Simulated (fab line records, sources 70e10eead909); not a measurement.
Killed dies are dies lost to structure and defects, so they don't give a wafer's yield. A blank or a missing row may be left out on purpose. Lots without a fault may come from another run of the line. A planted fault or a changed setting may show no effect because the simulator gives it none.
fab line records | flow nand_harc
record lots=24 wafers=72 last_day=34
route steps=1302 shown A_CHANNEL_HOLE_D2@594 A_CHANNEL_FILL_D2@615 A_STAIRCASE@639
lots that met no fault: from a run of the same line without faults
start_h: hours from the record's first day to the start of the lot's first wafer shown | wait_h: hours since the lot's step before | " the same as in the row above | L1.1+2: a row that stands for several wafers | - no value, or no start given | * or withheld: withheld | < > ~ a bound
route shown NAME@n: a module of which the file shows steps, and the number in the route of the first | usual: mean/standard deviation of fault-free wafers | same: alike in all rows | chamber/n: place in a boat | sites: the reading at each site | _std_site: their standard deviation | _edge_site: outer sites' mean less inner sites' | radius_mm: how far each site lies from the wafer's centre | mask NAME#n: copy n | behind: the tool/chamber that last shaped the wafer | hold: why the lot was held/for how many hours/how that ended | device: the transistor (n, p or np) that didn't switch | end of line: the same wafers' tests at the end of the route | a step without rows: its recipe alone | killed: dies lost to structure and defects at the first sort, not the wafer's yield | map: a wafer's dies, x killed, . not, _ none there
set.NAME: the setting as run; set.NAME@STEP: as run at that earlier step | model.NAME: the simulator's own value behind a step, which no gauge read
steps of the route over a sample of lots; a table a step, a row a wafer
services: from which hour (start_h, from the record's first day; less than 0 if before it) a tool's chamber was out of use, for how many hours, and why
## steps
# step NHARC_A_CHANNEL_HOLE_D2_ETCH_22
# recipe bias_v=3000 source_w=withheld pressure_mtorr=20 time_s=666.7 ar_flow_sccm=375 c4f8_flow_sccm=89.3 o2_flow_sccm=35.7 temp_c=-20 target_depth_a=16000 chemistry=C4F8/O2/Ar
# usual drypump_motor_current_A=6.1/0.31 mfc_ar_sccm=374.9/1.2 showerhead_plenum_p_Torr=3.69/0.17 throttle_valve_pct=32.156/0.0088
# columns lot.wafer tool chamber start_h wait_h drypump_motor_current_A mfc_ar_sccm rf_hours_counter_h showerhead_plenum_p_Torr throttle_valve_pct
L076.2 har_etch-02 1 304.54 0.4 5.7 377.1 353 3.49 32.156
L076.3 " 1 " " 5.7 375.1 - 3.49 32.171
L076.6 " 1 " " 5.7 374.9 - 3.49 32.152
L075.1 har_etch-01 1 304.76 0.4 5.9 373.6 165 3.69 32.150
L075.3 " 1 " " 5.9 374.0 - 3.69 32.158
L075.4 " 0 " " 6.2 373.5 - 3.54 32.154
L074.2 har_etch-02 0 308.62 0.4 6.5 377.1 357 3.91 32.167
L074.3 " 0 " " 6.5 376.1 - 3.91 32.147
L074.4 " 1 " " 5.7 372.9 - 3.49 32.138
L077.2 har_etch-01 1 332.37 0.4 5.9 375.7 176 3.68 32.144
L077.3 " 0 " " 6.1 373.6 - 3.54 32.151
L077.6 " 1 " " 5.9 374.5 - 3.68 32.159
L078.1 har_etch-02 1 335.70 0.4 5.7 375.4 372 3.48 32.153
L078.4 " 1 " " 5.8 373.5 - 3.48 32.159
L078.5 " 1 " " 5.7 375.0 - 3.48 32.152
L080.3 har_etch-02 0 348.17 0.4 6.6 375.6 - 3.90 32.139
L080.4 " 1 " " 5.7 374.9 - 3.48 32.141
L080.5 " 1 " " 5.7 375.0 - 3.48 32.163
L079.1 har_etch-01 1 348.52 0.4 5.9 374.2 188 3.67 32.153
L079.4 " 1 " " 5.9 374.5 - 3.67 32.155
L079.6 " 0 " " 6.2 375.3 - 3.53 32.158
L081.2 har_etch-02 1 372.21 0.4 5.7 373.2 394 3.47 32.158
L081.3 " 1 " " 5.7 373.4 - 3.47 32.146
L081.6 " 1 " " 5.7 373.5 - 3.47 32.146
L082.1 har_etch-01 1 381.27 0.4 5.9 375.1 203 3.67 32.155
L082.6 " 1 " " 5.9 374.3 - 3.67 32.164
L082.5 " 0 " " 6.2 375.8 - 3.52 32.152
L083.4 har_etch-01 0 385.63 0.4 6.2 377.3 - 3.52 32.143
L083.3 " 1 " " 5.9 376.7 - 3.66 32.149
L083.6 " 0 " " 6.2 377.2 - 3.52 32.168
L085.3 har_etch-02 1 398.98 0.4 5.8 374.1 - 3.93 32.158
L085.6 " 0 " " 6.5 374.9 - 3.88 32.160
L085.5 " 1 " " 5.8 375.0 - 3.93 32.155
L084.3 har_etch-01 0 402.32 0.4 6.2 376.2 - 3.51 32.161
L084.4 " 1 " " 5.9 375.9 - 3.65 32.157
L084.6 " 0 " " 6.2 376.4 - 3.51 32.153
L086.2 har_etch-01 1 415.81 0.4 5.9 374.3 230 3.65 32.165
L086.4 " 1 " " 5.8 374.6 - 3.65 32.150
L086.6 " 1 " " 6.0 375.2 - 3.65 32.149
L088.2 har_etch-01 0 430.80 0.4 6.2 375.0 242 3.50 32.148
L088.3 " 1 " " 5.9 375.2 - 3.64 32.173
L088.5 " 1 " " 5.9 375.2 - 3.64 32.165
L087.2 har_etch-02 1 434.53 0.4 5.7 374.2 27 3.92 32.153
L087.5 " 1 " " 5.7 374.7 - 3.92 32.142
L087.6 " 0 " " 6.5 376.9 - 3.87 32.160
L089.2 har_etch-01 0 434.97 0.4 6.2 374.1 246 3.50 32.152
L089.4 " 1 " " 5.9 375.6 - 3.64 32.142
L089.3 " 0 " " 6.2 374.4 - 3.50 32.157
L091.2 har_etch-01 0 448.51 0.4 6.2 374.4 250 3.50 32.165
L091.4 " 1 " " 5.9 373.8 - 3.64 32.160
L091.5 " 0 " " 6.2 377.3 - 3.50 32.157
L090.1 har_etch-02 1 450.14 0.4 5.7 374.0 35 3.91 32.149
L090.2 " 0 " " 6.5 375.7 35 3.87 32.154
L090.3 " 1 " " 5.7 374.3 - 3.91 32.148
L093.1 har_etch-01 0 473.39 0.4 6.2 375.8 265 3.49 32.147
L093.2 " 1 " " 5.9 375.3 265 3.63 32.158
L093.4 " 1 " " 5.9 374.8 - 3.63 32.164
L092.2 har_etch-02 1 473.92 0.4 5.7 375.7 50 3.90 32.187
L092.4 " 0 " " 6.6 373.0 - 3.86 32.160
L092.5 " 0 " " 6.5 373.4 - 3.86 32.171
L094.2 har_etch-01 1 501.65 0.4 6.0 374.3 276 3.63 32.146
L094.1 " 0 " " 6.2 374.5 276 3.48 32.162
L094.4 " 0 " " 6.2 373.9 - 3.48 32.146
L096.2 har_etch-02 0 511.17 0.4 6.5 375.3 69 3.85 32.167
L096.4 " 1 " " 5.7 375.6 - 3.89 32.148
L096.6 " 0 " " 6.5 373.6 - 3.85 32.166
L095.2 har_etch-02 0 519.35 0.4 6.5 375.6 73 3.85 32.155
L095.4 " 1 " " 5.7 372.9 - 3.89 32.139
L095.5 " 1 " " 5.7 372.3 - 3.89 32.159
L097.2 har_etch-02 1 531.72 0.4 5.7 378.0 77 3.89 32.167
L097.4 " 0 " " 6.5 375.2 - 3.84 32.156
L097.6 " 0 " " 6.5 376.3 - 3.84 32.155
# step NHARC_A_CHANNEL_HOLE_D2_INSPECT_40
# usual raw_defect_count=300/120
# columns lot.wafer tool chamber start_h wait_h raw_defect_count
L076.2 defect_inspect-02 - 309.33 - 352
L076.3 " - " " 355
L076.6 " - " " 287
L075.1 defect_inspect-02 - 309.87 - 255
L075.3 " - " " 182
L075.4 " - " " 226
L074.2 defect_inspect-01 - 313.46 - 254
L074.3 " - " " 195
L074.4 " - " " 236
L077.2 defect_inspect-02 - 337.13 - 229
L077.3 " - " " 243
L077.6 " - " " 538
L078.1 defect_inspect-01 - 340.54 - 246
L078.4 " - " " 282
L078.5 " - " " 382
L080.3 defect_inspect-01 - 352.85 - 176
L080.4 " - " " 205
L080.5 " - " " 211
L079.1 defect_inspect-02 - 353.25 - 345
L079.4 " - " " 237
L079.6 " - " " 188
L081.2 defect_inspect-02 - 377.08 - 275
L081.3 " - " " 269
L081.6 " - " " 222
L082.1 defect_inspect-02 - 386.12 - 200
L082.5 " - " " 353
L082.6 " - " " 543
L083.3 defect_inspect-02 - 390.34 - 279
L083.4 " - " " 283
L083.6 " - " " 185
L085.3 defect_inspect-02 - 403.54 - 397
L085.5 " - " " 364
L085.6 " - " " 324
L084.3 defect_inspect-01 - 406.96 - 287
L084.4 " - " " 237
L084.6 " - " " 318
L086.2 defect_inspect-01 - 420.72 - 408
L086.4 " - " " 490
L086.6 " - " " 312
L088.2 defect_inspect-02 - 435.54 - 361
L088.3 " - " " 571
L088.5 " - " " 400
L087.2 defect_inspect-01 - 439.35 - 245
L087.5 " - " " 332
L087.6 " - " " 229
L089.2 defect_inspect-02 - 439.72 - 208
L089.3 " - " " 239
L089.4 " - " " 207
L091.2 defect_inspect-01 - 453.43 - 720
L091.4 " - " " 382
L091.5 " - " " 508
L090.1 defect_inspect-02 - 454.99 - 287
L090.2 " - " " 296
L090.3 " - " " 297
L093.1 defect_inspect-01 - 478.24 - 238
L093.2 " - " " 166
L093.4 " - " " 190
L092.2 defect_inspect-02 - 478.66 - 189
L092.4 " - " " 232
L092.5 " - " " 300
L094.1 defect_inspect-02 - 506.50 - 227
L094.2 " - " " 279
L094.4 " - " " 224
L096.2 defect_inspect-02 - 516.00 - 289
L096.4 " - " " 316
L096.6 " - " " 176
L095.2 defect_inspect-01 - 524.11 - 229
L095.4 " - " " 214
L095.5 " - " " 257
L097.2 defect_inspect-01 - 536.48 - 216
L097.4 " - " " 155
L097.6 " - " " 300
# step NHARC_A_CHANNEL_FILL_D2_ALD_15
# recipe target_thk_a=20 pulse_time_s=60 ald_cycles=19 temp_c=630 pressure_torr=2 material=SiNx
# usual chamber_pressure_Torr=2.001/0.0046 precursor_pulse_height_rel=1.003/0.021
# same ald_cycles=19
# columns lot.wafer tool chamber start_h wait_h chamber_pressure_Torr precursor_pulse_height_rel
L075.1 ald_sin_batch-02 0 - - 2.002 1.002
L075.3 " 0 " " 2.003 1.028
L075.4 " 0 " " 2.002 1.000
L076.2 ald_sin_batch-02 0 - - 2.002 1.044
L076.3 " 0 " " 2.007 1.017
L076.6 " 0 " " 2.007 1.049
L074.2 ald_sin_batch-03 0 - - 2.005 0.981
L074.3 " 0 " " 2.004 0.999
L074.4 " 0 " " 2.006 1.046
L077.2 ald_sin_batch-01 0 - - 1.996 0.986
L077.3 " 0 " " 1.999 1.010
L077.6 " 0 " " 1.998 1.015
L078.1 ald_sin_batch-01 0 - - 1.998 1.024
L078.4 " 0 " " 2.002 1.010
L078.5 " 0 " " 1.999 0.998
L079.1 ald_sin_batch-02 0 - - 2.003 1.038
L079.4 " 0 " " 2.007 1.005
L079.6 " 0 " " 2.004 0.991
L080.3 ald_sin_batch-02 0 - - 2.003 1.005
L080.4 " 0 " " 2.006 0.968
L080.5 " 0 " " 2.002 0.987
L081.2 ald_sin_batch-02 0 - - 2.008 1.022
L081.3 " 0 " " 2.001 0.977
L081.6 " 0 " " 2.001 1.009
L082.1 ald_sin_batch-02 0 - - 2.001 0.990
L082.5 " 0 " " 1.995 1.039
L082.6 " 0 " " 2.004 1.010
L083.3 ald_sin_batch-02 0 - - 1.998 0.999
L083.4 " 0 " " 2.000 1.031
L083.6 " 0 " " 2.005 1.006
L085.3 ald_sin_batch-02 0 - - 1.994 1.022
L085.5 " 0 " " 2.003 0.988
L085.6 " 0 " " 2.002 0.961
L084.3 ald_sin_batch-01 0 - - 1.998 0.986
L084.4 " 0 " " 2.004 1.030
L084.6 " 0 " " 2.005 0.995
L086.2 ald_sin_batch-02 0 - - 2.008 1.024
L086.4 " 0 " " 2.006 1.008
L086.6 " 0 " " 2.011 0.965
L088.2 ald_sin_batch-03 0 - - 1.996 0.990
L088.3 " 0 " " 1.993 0.983
L088.5 " 0 " " 1.998 1.008
L087.2 ald_sin_batch-02 0 - - 1.996 0.974
L087.5 " 0 " " 1.993 1.015
L087.6 " 0 " " 1.991 0.986
L089.2 ald_sin_batch-02 0 - - 2.002 0.982
L089.3 " 0 " " 2.000 0.977
L089.4 " 0 " " 2.005 0.992
L090.1 ald_sin_batch-02 0 - - 1.990 1.005
L090.2 " 0 " " 2.000 1.024
L090.3 " 0 " " 1.991 0.979
L091.2 ald_sin_batch-02 0 - - 2.004 1.051
L091.4 " 0 " " 1.997 0.974
L091.5 " 0 " " 1.995 0.983
L092.2 ald_sin_batch-02 0 - - 1.998 0.995
L092.4 " 0 " " 2.000 0.964
L092.5 " 0 " " 1.997 0.993
L093.1 ald_sin_batch-02 0 - - 2.003 1.025
L093.2 " 0 " " 2.003 1.013
L093.4 " 0 " " 2.002 1.021
L094.1 ald_sin_batch-03 0 - - 2.009 0.993
L094.2 " 0 " " 2.000 0.968
L094.4 " 0 " " 2.006 1.011
L096.2 ald_sin_batch-03 0 - - 2.000 1.044
L096.4 " 0 " " 1.999 1.033
L096.6 " 0 " " 2.000 0.991
L095.2 ald_sin_batch-02 0 - - 2.004 0.998
L095.4 " 0 " " 1.995 0.996
L095.5 " 0 " " 2.005 1.009
L097.2 ald_sin_batch-02 0 - - 2.006 1.010
L097.4 " 0 " " 2.004 0.999
L097.6 " 0 " " 2.002 0.996
# step NHARC_A_STAIRCASE_DEP_156
# recipe target_thk_a=500 temp_c=400 target_thk_nm=50 flow_sccm=200 rf_w=450 material=SiNx
# usual heater_power_w=639/120
# columns lot.wafer tool chamber start_h wait_h heater_power_w
L075.3 pecvd-02 1 357.70 0.1 542
L075.1 " 2 " " 535
L075.4 " 0 " " 709
L076.2 pecvd-03 1 357.70 0.1 908
L076.3 " 2 " " 653
L076.6 " 1 " " 891
L074.3 pecvd-02 1 363.22 0.1 601
L074.2 " 0 " " 591
L074.4 " 2 " " 534
L078.1 pecvd-02 2 390.58 0.1 464
L078.4 " 2 " " 464
L078.5 " 1 " " 617
L077.2 pecvd-02 2 395.77 0.1 519
L077.3 " 1 " " 533
L077.6 " 2 " " 533
L079.1 pecvd-03 0 402.44 0.1 708
L079.4 " 0 " " 697
L079.6 " 2 " " 692
L080.3 pecvd-02 1 402.59 0.1 510
L080.5 " 1 " " 508
L080.4 " 0 " " 631
L081.2 pecvd-02 2 427.68 0.1 483
L081.3 " 0 " " 682
L081.6 " 1 " " 512
L082.1 pecvd-02 0 438.51 0.1 665
L082.6 " 2 " " 456
L082.5 " 0 " " 658
L083.3 pecvd-01 2 438.69 0.1 657
L083.6 " 0 " " 728
L083.4 " 2 " " 679
L084.3 pecvd-03 1 456.38 0.3 886
L084.4 " 2 " " 752
L084.6 " 0 " " 697
L085.3 pecvd-02 0 456.47 0.2 634
L085.6 " 2 " " 455
L085.5 " 0 " " 610
L086.2 pecvd-01 1 469.91 0.1 536
L086.6 " 2 " " 719
L086.4 " 1 " " 554
L088.3 pecvd-01 0 487.09 0.1 671
L088.2 " 1 " " 654
L088.5 " 0 " " 687
L089.3 pecvd-02 0 490.78 0.1 568
L089.2 " 1 " " 588
L089.4 " 2 " " 448
L087.2 pecvd-02 1 491.01 0.3 581
L087.6 " 2 " " 413
L087.5 " 1 " " 560
L090.1 pecvd-03 0 503.36 0.1 713
L090.3 " 1 " " 929
L090.2 " 2 " " 684
L091.2 pecvd-03 1 503.59 0.2 932
L091.5 " 2 " " 691
L091.4 " 0 " " 674
L093.1 pecvd-03 0 526.68 0.1 672
L093.2 " 1 " " 898
L093.4 " 1 " " 929
L092.2 pecvd-01 2 526.70 0.1 700
L092.4 " 0 " " 684
L092.5 " 1 " " 666
L094.1 pecvd-02 2 554.25 0.1 466
L094.2 " 0 " " 569
L094.4 " 2 " " 467
L096.2 pecvd-01 0 566.96 0.1 710
L096.6 " 1 " " 697
L096.4 " 2 " " 599
L095.2 pecvd-01 1 573.37 0.1 702
L095.5 " 2 " " 661
L095.4 " 0 " " 624
L097.2 pecvd-02 0 588.63 0.1 619
L097.4 " 0 " " 621
L097.6 " 1 " " 511
# step NHARC_A_STAIRCASE_TRIM_22
# recipe time_s=211.2 o2_flow_sccm=500 ar_flow_sccm=0 bias_w=0 chemistry=O2
# usual drypump_motor_current_A=6.0/0.38 mfc_ar_sccm=0.006/0.0097 oes_product_au=1.000/0.0077 rf_vpp_V=57.9/0.86 showerhead_plenum_p_Torr=3.58/0.16 throttle_valve_pct=17.036/0.0097
# same bias_w=0
# columns lot.wafer tool chamber start_h wait_h drypump_motor_current_A mfc_ar_sccm oes_product_au rf_hours_counter_h rf_vpp_V showerhead_plenum_p_Torr throttle_valve_pct
L076.2 rie_diel-05 0 - - 6.2 0.002 0.998 40 56.2 3.67 17.038
L076.3 " 2 " " 5.3 0 1.006 41 59.7 3.65 17.038
L076.6 " 0 " " 6.2 0.002 1.003 - 59.2 3.67 17.023
L075.4 rie_diel-13 1 - - 6.4 0 1.014 2 58.9 3.67 17.023
L075.3 " 2 " " 6.2 0.004 1.009 1 59.3 3.81 17.040
L075.1 " 3 " " 6.1 0 1.002 1 56.9 3.35 17.048
L074.2 rie_diel-13 0 - - 6.5 0.024 0.999 3 57.3 3.37 17.019
L074.3 " 1 " " 6.5 0 1.005 3 57.6 3.67 17.042
L074.4 " 3 " " 6.1 0 1.021 3 57.1 3.35 17.020
L078.1 rie_diel-13 1 - - 6.4 0 1.008 12 59.4 3.67 17.021
L078.4 " 0 " " 6.5 0.024 1.006 13 58.8 3.36 17.027
L078.5 " 1 " " 6.5 0 0.999 - 57.4 3.67 17.025
L077.3 rie_diel-05 0 - - 6.2 0.002 1.004 52 57.2 3.66 17.047
L077.2 " 1 " " 5.5 0.006 1.005 51 59.0 3.72 17.043
L077.6 " 2 " " 5.3 0 1.006 - 57.6 3.64 17.041
L079.1 rie_diel-07 0 - - 6.1 0 1.002 41 58.0 3.27 17.043
L079.4 " 3 " " 6.2 0 0.994 - 58.3 3.72 17.047
L079.6 " 0 " " 6.1 0 0.995 - 58.7 3.27 17.034
L080.4 rie_diel-13 0 - - 6.5 0.024 0.989 17 58.9 3.36 17.038
L080.3 " 1 " " 6.4 0 0.998 16 58.5 3.66 17.044
L080.5 " 3 " " 6.1 0 0.987 - 56.9 3.35 17.034
L081.3 rie_diel-05 0 - - 6.2 0.002 1.006 3 56.6 3.66 17.049
L081.2 " 1 " " 5.5 0.006 1.003 3 56.6 3.71 17.040
L081.6 " 1 " " 5.5 0.006 1.003 - 57.7 3.71 17.031
L082.1 rie_diel-13 1 - - 6.4 0 1.009 28 57.6 3.66 17.047
L082.6 " 3 " " 6.1 0 1.012 - 57.2 3.34 17.036
L082.5 " 0 " " 6.5 0.024 0.997 - 57.6 3.36 17.041
L083.4 rie_diel-07 2 - - 6.0 0 1.013 50 57.2 3.47 17.031
L083.3 " 3 " " 6.2 0 0.983 50 57.7 3.72 17.038
L083.6 " 2 " " 6.0 0 0.995 - 56.3 3.47 17.034
L084.4 rie_diel-13 2 - - 6.3 0.004 0.996 31 57.6 3.79 17.049
L084.3 " 3 " " 6.0 0 0.997 32 57.0 3.34 17.032
L084.6 " 2 " " 6.2 0.004 1.001 - 58.8 3.79 17.047
L085.3 rie_diel-13 1 - - 6.4 0 1.008 32 58.0 3.66 17.047
L085.6 " 0 " " 6.5 0.024 1.001 - 56.4 3.35 17.023
L085.5 " 1 " " 6.4 0 1.000 - 58.4 3.66 17.020
L086.4 rie_diel-13 2 - - 6.3 0.004 0.987 38 58.3 3.79 17.028
L086.2 " 1 " " 6.4 0 0.989 36 57.5 3.65 17.051
L086.6 " 2 " " 6.3 0.004 0.988 - 59.1 3.79 17.024
L088.3 rie_diel-07 0 - - 6.1 0 0.996 2 60.0 3.81 17.054
L088.2 " 2 " " 6.0 0 1.004 2 56.5 3.47 17.034
L088.5 " 0 " " 6.1 0 1.004 - 57.7 3.81 17.035
L089.4 rie_diel-07 3 - - 6.2 0 0.992 3 57.1 3.71 17.028
L089.3 " 0 " " 6.1 0 1.002 3 57.6 3.81 17.046
L089.2 " 1 " " 5.7 0 0.997 3 57.8 3.32 17.048
L087.2 rie_diel-05 2 - - 5.3 0 1.013 29 57.9 3.62 17.031
L087.6 " 3 " " 5.5 0.027 0.992 - 57.5 3.46 17.026
L087.5 " 0 " " 6.2 0.002 1.005 - 58.1 3.64 17.038
L091.4 rie_diel-05 2 - - 5.3 0 1.010 33 58.0 3.62 17.044
L091.2 " 3 " " 5.5 0.027 1.000 28 58.6 3.46 17.029
L091.5 " 3 " " 5.5 0.027 0.997 - 57.5 3.46 17.031
L090.1 rie_diel-05 0 - - 6.2 0.002 1.011 29 58.5 3.64 17.027
L090.2 " 1 " " 5.5 0.006 1.008 31 57.8 3.70 17.037
L090.3 " 2 " " 5.3 0 1.009 33 57.1 3.62 17.035
L093.4 rie_diel-13 2 - - 6.2 0.004 1.005 0 59.1 3.78 17.035
L093.1 " 3 " " 6.1 0 1.000 0 57.0 3.33 17.026
L093.2 " 0 " " 6.5 0.024 1.012 0 56.9 3.34 17.034
L092.2 rie_diel-07 1 - - 5.7 0 0.993 17 57.7 3.31 17.044
L092.5 " 0 " " 6.1 0 1.000 - 58.3 3.80 17.021
L092.4 " 3 " " 6.1 0 0.994 - 58.3 3.70 17.019
L094.2 rie_diel-05 2 - - 5.3 0 1.006 49 59.2 3.61 17.034
L094.4 " 0 " " 6.2 0.002 1.003 44 56.9 3.63 17.047
L094.1 " 1 " " 5.5 0.006 1.009 47 57.9 3.69 17.034
L096.2 rie_diel-05 1 - - 5.4 0.006 1.000 51 59.1 3.68 17.032
L096.4 " 2 " " 5.3 0 1.004 53 58.2 3.61 17.051
L096.6 " 0 " " 6.2 0.002 1.003 - 58.7 3.63 17.043
L095.4 rie_diel-05 3 - - 5.5 0.027 0.996 51 58.1 3.44 17.056
L095.2 " 0 " " 6.2 0.002 1.008 51 58.2 3.63 17.022
L095.5 " 3 " " 5.5 0.027 1.001 - 57.4 3.44 17.021
L097.2 rie_diel-07 3 - - 6.1 0 1.005 46 57.9 3.68 17.048
L097.4 " 0 " " 6.1 0 1.010 43 59.5 3.78 17.035
L097.6 " 3 " " 6.1 0 0.990 - 57.6 3.68 17.044
# step NHARC_A_STAIRCASE_TRIM_193
# recipe time_s=211.2 o2_flow_sccm=500 ar_flow_sccm=0 bias_w=0 chemistry=O2
# usual drypump_motor_current_A=6.0/0.35 mfc_ar_sccm=0.004/0.0083 oes_product_au=1.001/0.0083 rf_vpp_V=57.8/0.89 showerhead_plenum_p_Torr=3.56/0.18 throttle_valve_pct=17.035/0.0096
# same bias_w=0
# columns lot.wafer tool chamber start_h wait_h drypump_motor_current_A mfc_ar_sccm oes_product_au rf_hours_counter_h rf_vpp_V showerhead_plenum_p_Torr throttle_valve_pct
L075.1 rie_diel-07 1 - - 5.7 0 1.009 22 57.4 3.34 17.032
L075.4 " 2 " " 5.9 0 1.021 20 57.0 3.49 17.026
L075.3 " 3 " " 6.1 0 0.989 18 58.1 3.73 17.046
L076.2 rie_diel-13 0 - - 6.5 0.024 0.998 3 59.1 3.37 17.051
L076.3 " 2 " " 6.3 0.004 1.000 2 58.9 3.81 17.030
L076.6 " 1 " " 6.4 0 1.005 - 57.5 3.67 17.047
L074.3 rie_diel-07 1 - - 5.7 0 0.992 24 55.8 3.34 17.028
L074.2 " 3 " " 6.1 0 0.990 20 58.8 3.73 17.039
L074.4 " 0 " " 6.1 0 1.001 25 58.5 3.28 17.026
L078.1 rie_diel-07 0 - - 6.1 0 0.997 36 55.4 3.27 17.031
L078.4 " 2 " " 6.0 0 1.015 29 57.7 3.49 17.021
L078.5 " 0 " " 6.1 0 1.003 - 56.5 3.27 17.048
L077.2 rie_diel-13 2 - - 6.2 0.004 1.000 13 59.2 3.80 17.035
L077.3 " 3 " " 6.1 0 1.008 14 57.2 3.35 17.038
L077.6 " 2 " " 6.2 0.004 1.003 - 58.4 3.80 17.032
L079.1 rie_diel-07 3 - - 6.1 0 0.993 36 57.2 3.72 17.050
L079.4 " 0 " " 6.1 0 1.001 - 58.3 3.27 17.028
L079.6 " 2 " " 6.0 0 1.018 - 57.5 3.48 17.032
L080.3 rie_diel-13 0 - - 6.4 0.024 0.993 20 57.8 3.36 17.045
L080.4 " 1 " " 6.5 0 0.994 19 58.2 3.66 17.041
L080.5 " 3 " " 6.1 0 0.998 - 58.3 3.34 17.042
L081.2 rie_diel-13 0 - - 6.5 0.024 1.000 25 59.4 3.36 17.029
L081.3 " 1 " " 6.5 0 0.999 25 57.0 3.66 17.011
L081.6 " 0 " " 6.5 0.024 0.991 - 58.5 3.36 17.031
L082.1 rie_diel-05 1 - - 5.4 0.006 0.995 7 59.1 3.71 17.027
L082.5 " 1 " " 5.5 0.006 1.003 - 58.7 3.71 17.027
L082.6 " 2 " " 5.3 0 1.009 - 57.4 3.64 17.033
L083.3 rie_diel-13 1 - - 6.4 0 0.999 29 59.5 3.66 17.037
L083.4 " 2 " " 6.3 0.004 1.005 29 57.7 3.79 17.047
L083.6 " 1 " " 6.5 0 1.003 - 58.3 3.66 17.034
L084.3 rie_diel-05 3 - - 5.5 0.027 0.994 13 58.5 3.47 17.034
L084.4 " 0 " " 6.2 0.002 1.003 14 58.6 3.65 17.032
L084.6 " 1 " " 5.5 0.006 1.005 - 58.9 3.71 17.045
L085.3 rie_diel-07 1 - - 5.7 0 1.000 48 57.8 3.32 17.035
L085.6 " 3 " " 6.2 0 0.988 - 58.3 3.71 17.024
L085.5 " 0 " " 6.1 0 1.002 - 57.9 3.26 17.021
L086.2 rie_diel-05 1 - - 5.5 0.006 1.022 21 58.2 3.70 17.026
L086.4 " 3 " " 5.5 0.027 1.003 20 57.7 3.46 17.021
L086.6 " 1 " " 5.5 0.006 1.008 - 58.6 3.70 17.030
L088.3 rie_diel-07 0 - - 6.1 0 1.001 3 58.0 3.81 17.048
L088.2 " 1 " " 5.7 0 0.996 2 56.3 3.32 17.059
L088.5 " 3 " " 6.1 0 1.000 - 58.2 3.71 17.044
L089.4 rie_diel-13 1 - - 6.4 0 0.996 45 57.7 3.65 17.051
L089.2 " 2 " " 6.3 0.004 0.993 44 58.8 3.78 17.030
L089.3 " 3 " " 6.1 0 1.012 44 56.2 3.33 17.049
L087.2 rie_diel-05 1 - - 5.5 0.006 1.015 28 57.9 3.70 17.033
L087.6 " 3 " " 5.5 0.027 0.996 - 56.7 3.46 17.034
L087.5 " 0 " " 6.2 0.002 1.008 - 57.8 3.64 17.030
L091.4 rie_diel-05 2 - - 5.3 0 1.013 34 58.5 3.62 17.039
L091.2 " 1 " " 5.5 0.006 1.014 32 58.0 3.69 17.041
L091.5 " 2 " " 5.3 0 1.007 - 57.6 3.62 17.026
L090.3 rie_diel-07 1 - - 5.7 0 0.996 9 56.6 3.32 17.043
L090.1 " 3 " " 6.2 0 0.994 12 57.8 3.70 17.045
L090.2 " 0 " " 6.2 0 0.997 12 57.6 3.80 17.021
L093.2 rie_diel-05 0 - - 6.2 0.002 1.010 40 58.2 3.63 17.016
L093.1 " 2 " " 5.3 0 1.008 44 57.9 3.62 17.049
L093.4 " 3 " " 5.5 0.027 1.007 39 56.6 3.45 17.043
L092.2 rie_diel-07 0 - - 6.1 0 1.010 21 57.3 3.80 17.032
L092.5 " 0 " " 6.1 0 1.002 - 59.0 3.80 17.053
L092.4 " 1 " " 5.7 0 1.000 - 56.2 3.31 17.044
L094.2 rie_diel-13 1 - - 6.4 0 1.000 9 57.6 3.64 17.015
L094.1 " 3 " " 6.1 0 1.008 12 59.3 3.32 17.021
L094.4 " 0 " " 6.5 0.024 0.994 12 56.7 3.34 17.038
L096.4 rie_diel-05 2 - - 5.3 0 1.007 53 58.8 3.61 17.047
L096.2 " 3 " " 5.5 0.027 0.998 50 57.2 3.45 17.046
L096.6 " 0 " " 6.2 0.002 0.997 - 57.0 3.63 17.034
L095.4 rie_diel-13 3 - - 6.1 0 1.000 15 57.6 3.32 17.030
L095.2 " 0 " " 6.5 0.024 1.003 16 57.3 3.33 17.035
L095.5 " 3 " " 6.1 0 0.997 - 57.4 3.32 17.022
L097.4 rie_diel-07 3 - - 6.2 0 0.994 47 57.1 3.68 17.038
L097.2 " 0 " " 6.1 0 1.002 44 58.9 3.78 17.025
L097.6 " 2 " " 6.0 0 0.994 - 57.3 3.46 17.028
## services
# columns tool chamber start_h hours kind
rie_diel-07 - 294.35 9.0 pm
rie_diel-13 3 300.27 2.9 repair
rie_diel-05 0 307.80 3.0 repair
pecvd-01 - 311.00 13.0 pm
rie_diel-07 3 327.72 7.0 repair
pecvd-02 2 331.50 2.7 repair
rie_diel-13 - 343.19 9.0 pm
pecvd-01 2 358.90 8.7 repair
har_etch-02 - 377.00 17.0 pm
rie_diel-05 3 399.97 5.3 repair
rie_diel-07 1 400.98 15.2 repair
pecvd-02 0 404.50 20.8 repair
rie_diel-05 - 407.97 9.0 pm
pecvd-02 - 408.71 13.0 pm
rie_diel-05 3 438.00 8.6 repair
rie_diel-05 1 447.27 2.6 repair
pecvd-02 1 454.41 6.2 repair
rie_diel-07 - 471.39 9.0 pm
ald_sin_batch-02 - 476.11 3.7 repair
rie_diel-07 1 497.00 2.0 repair
rie_diel-07 2 505.24 65.9 repair
rie_diel-13 - 521.21 9.0 pm
rie_diel-05 - 584.97 9.0 pm
pecvd-02 - 589.71 13.0 pm
## key
fault none
